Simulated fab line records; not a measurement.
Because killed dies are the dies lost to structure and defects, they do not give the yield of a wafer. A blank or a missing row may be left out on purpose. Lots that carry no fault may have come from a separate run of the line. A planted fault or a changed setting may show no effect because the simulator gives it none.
Matching of chambers + flow nand-harc + NHARC_A_STAIRCASE_CMP_152 on cmp-04 has 4 sister chambers
The step polishes. 8 wafers are shown with their chamber, then 8 later ones without.

== WAFERS PAIRED WITH THEIR CHAMBERS ==
| wafer  | chamber | motor-current-A (A) |
|--------|---------|---------------------|
| L078.2 | 0       | 11.8                |
| L082.2 | 3       | 11.9                |
| L082.3 | 1       | 11.0                |
| L082.5 | 1       | 11.4                |
| L083.1 | 0       | 11.4                |
| L083.3 | 3       | 11.9                |
| L083.5 | 2       | 11.5                |
| L086.1 | 2       | 11.7                |

== WAFERS WITH NO CHAMBER GIVEN ==
| wafer  | motor-current-A (A) |
|--------|---------------------|
| L086.5 | 11.2                |
| L086.6 | 12.3                |
| L090.2 | 12.4                |
| L090.3 | 11.4                |
| L090.5 | 11.3                |
| L094.3 | 12.3                |
| L094.4 | 11.2                |
| L094.5 | 12.3                |

== CHAMBER TAKEN BY EACH ==
| wafer  | from the rows above               | in truth |
|--------|-----------------------------------|----------|
| L086.5 | can't be placed: 1 or 2 or 0      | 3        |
| L086.6 | can't be placed: 3 or 0 or 2      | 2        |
| L090.2 | can't be placed: 3 or 0 or 2      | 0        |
| L090.3 | can't be placed: 2 or 0 or 1 or 3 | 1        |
| L090.5 | can't be placed: 1 or 2 or 0      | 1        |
| L094.3 | can't be placed: 3 or 0 or 2      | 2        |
| L094.4 | can't be placed: 1 or 2 or 0      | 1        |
| L094.5 | can't be placed: 3 or 0 or 2      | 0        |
Correctly placed: 0 of 8. Not placeable from these rows: 8 (in 7, the candidates include the true chamber). Wrongly placed: 0.
How it was worked out, from the rows above alone: a wafer's distance from a chamber is the root of the sum, over the readings, of the square of ((its reading less the chamber's mean) divided by the reading's scatter). If the next closest chamber is less than 2 further off than the closest, the wafer can't be placed; otherwise it belongs to the closest. Each chamber's mean is taken over the wafers shown for it. The scatter: the root of (the sum of the squares of (reading less its chamber's mean) over the shown wafers, divided by (wafers less chambers)).
